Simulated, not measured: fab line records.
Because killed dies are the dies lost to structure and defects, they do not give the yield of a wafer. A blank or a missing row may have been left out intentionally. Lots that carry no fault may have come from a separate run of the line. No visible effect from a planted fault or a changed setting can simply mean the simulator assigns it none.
Chamber matching / flow n5_finfet / rie_diel-02 running N5_BEOL_M5_STRIP_64: 4 sister chambers
The step strips in CF4. 20 wafers are shown with their chamber, then 10 later ones without.

## WAFERS, EACH WITH ITS CHAMBER
wafer=L075.1; chamber=0; drypump_motor_current_A (A)=5.3; showerhead_plenum_p_Torr (Torr)=1.78; throttle_valve_pct (%)=13.83
wafer=L075.2; chamber=3; drypump_motor_current_A (A)=5.0; showerhead_plenum_p_Torr (Torr)=1.84; throttle_valve_pct (%)=13.39
wafer=L075.5; chamber=0; drypump_motor_current_A (A)=5.3; showerhead_plenum_p_Torr (Torr)=1.78; throttle_valve_pct (%)=13.84
wafer=L079.2; chamber=1; drypump_motor_current_A (A)=5.7; showerhead_plenum_p_Torr (Torr)=1.81; throttle_valve_pct (%)=13.60
wafer=L079.3; chamber=0; drypump_motor_current_A (A)=5.3; showerhead_plenum_p_Torr (Torr)=1.78; throttle_valve_pct (%)=13.85
wafer=L079.6; chamber=2; drypump_motor_current_A (A)=6.3; showerhead_plenum_p_Torr (Torr)=1.84; throttle_valve_pct (%)=13.41
wafer=L081.2; chamber=0; drypump_motor_current_A (A)=5.3; showerhead_plenum_p_Torr (Torr)=1.78; throttle_valve_pct (%)=13.86
wafer=L081.5; chamber=1; drypump_motor_current_A (A)=5.7; showerhead_plenum_p_Torr (Torr)=1.81; throttle_valve_pct (%)=13.63
wafer=L081.6; chamber=0; drypump_motor_current_A (A)=5.3; showerhead_plenum_p_Torr (Torr)=1.78; throttle_valve_pct (%)=13.86
wafer=L087.4; chamber=3; drypump_motor_current_A (A)=4.9; showerhead_plenum_p_Torr (Torr)=1.84; throttle_valve_pct (%)=13.47
wafer=L087.5; chamber=3; drypump_motor_current_A (A)=4.9; showerhead_plenum_p_Torr (Torr)=1.84; throttle_valve_pct (%)=13.47
wafer=L087.6; chamber=0; drypump_motor_current_A (A)=5.3; showerhead_plenum_p_Torr (Torr)=1.77; throttle_valve_pct (%)=13.87
wafer=L091.2; chamber=3; drypump_motor_current_A (A)=5.0; showerhead_plenum_p_Torr (Torr)=1.84; throttle_valve_pct (%)=13.47
wafer=L091.3; chamber=0; drypump_motor_current_A (A)=5.3; showerhead_plenum_p_Torr (Torr)=1.77; throttle_valve_pct (%)=13.90
wafer=L091.4; chamber=1; drypump_motor_current_A (A)=5.7; showerhead_plenum_p_Torr (Torr)=1.80; throttle_valve_pct (%)=13.68
wafer=L092.1; chamber=2; drypump_motor_current_A (A)=6.4; showerhead_plenum_p_Torr (Torr)=1.83; throttle_valve_pct (%)=13.50
wafer=L092.2; chamber=1; drypump_motor_current_A (A)=5.7; showerhead_plenum_p_Torr (Torr)=1.80; throttle_valve_pct (%)=13.67
wafer=L092.6; chamber=3; drypump_motor_current_A (A)=5.0; showerhead_plenum_p_Torr (Torr)=1.83; throttle_valve_pct (%)=13.48
wafer=L093.3; chamber=3; drypump_motor_current_A (A)=5.0; showerhead_plenum_p_Torr (Torr)=1.83; throttle_valve_pct (%)=13.49
wafer=L093.5; chamber=1; drypump_motor_current_A (A)=5.7; showerhead_plenum_p_Torr (Torr)=1.80; throttle_valve_pct (%)=13.69

SIGNATURES (averages over the wafers above)
reading=drypump_motor_current_A; chamber 0=5.300; chamber 1=5.700; chamber 2=6.350; chamber 3=4.967; scatter within a chamber=0.0339
reading=showerhead_plenum_p_Torr; chamber 0=1.7771; chamber 1=1.8040; chamber 2=1.8350; chamber 3=1.8367; scatter within a chamber=0.00528
reading=throttle_valve_pct; chamber 0=13.8586; chamber 1=13.6540; chamber 2=13.4550; chamber 3=13.4617; scatter within a chamber=0.0348
Rule: for each reading, subtract the chamber's mean from the wafer's reading, divide by that reading's scatter and square the result; add these up over the readings and take the root, which gives the wafer's distance from the chamber. The wafer belongs to the nearest chamber; if the next one is less than 2 further off, it can't be placed. How the scatter is found: for the shown wafers, subtract from each reading the mean of its chamber, square and add these, divide the total by (wafers less chambers), then take the root.

## WAFERS WITH NO CHAMBER GIVEN
wafer=L093.6; drypump_motor_current_A (A)=6.4; showerhead_plenum_p_Torr (Torr)=1.83; throttle_valve_pct (%)=13.49
wafer=L096.2; drypump_motor_current_A (A)=4.9; showerhead_plenum_p_Torr (Torr)=1.83; throttle_valve_pct (%)=13.49
wafer=L096.5; drypump_motor_current_A (A)=6.4; showerhead_plenum_p_Torr (Torr)=1.83; throttle_valve_pct (%)=13.50
wafer=L096.6; drypump_motor_current_A (A)=5.7; showerhead_plenum_p_Torr (Torr)=1.80; throttle_valve_pct (%)=13.70
wafer=L097.1; drypump_motor_current_A (A)=4.9; showerhead_plenum_p_Torr (Torr)=1.83; throttle_valve_pct (%)=13.51
wafer=L097.3; drypump_motor_current_A (A)=5.7; showerhead_plenum_p_Torr (Torr)=1.80; throttle_valve_pct (%)=13.70
wafer=L097.6; drypump_motor_current_A (A)=5.3; showerhead_plenum_p_Torr (Torr)=1.77; throttle_valve_pct (%)=13.94
wafer=L095.2; drypump_motor_current_A (A)=4.9; showerhead_plenum_p_Torr (Torr)=1.83; throttle_valve_pct (%)=13.50
wafer=L095.3; drypump_motor_current_A (A)=6.3; showerhead_plenum_p_Torr (Torr)=1.83; throttle_valve_pct (%)=13.53
wafer=L095.6; drypump_motor_current_A (A)=6.4; showerhead_plenum_p_Torr (Torr)=1.83; throttle_valve_pct (%)=13.51

## WHICH CHAMBER EACH WENT THROUGH
wafer=L093.6; from the rows above=2; in truth=2
wafer=L096.2; from the rows above=3; in truth=3
wafer=L096.5; from the rows above=2; in truth=2
wafer=L096.6; from the rows above=1; in truth=1
wafer=L097.1; from the rows above=3; in truth=3
wafer=L097.3; from the rows above=1; in truth=1
wafer=L097.6; from the rows above=0; in truth=0
wafer=L095.2; from the rows above=3; in truth=3
wafer=L095.3; from the rows above=2; in truth=2
wafer=L095.6; from the rows above=2; in truth=2
Placed correctly: 10 of 10. Can't be placed from these rows: 0. 0 placed wrongly.
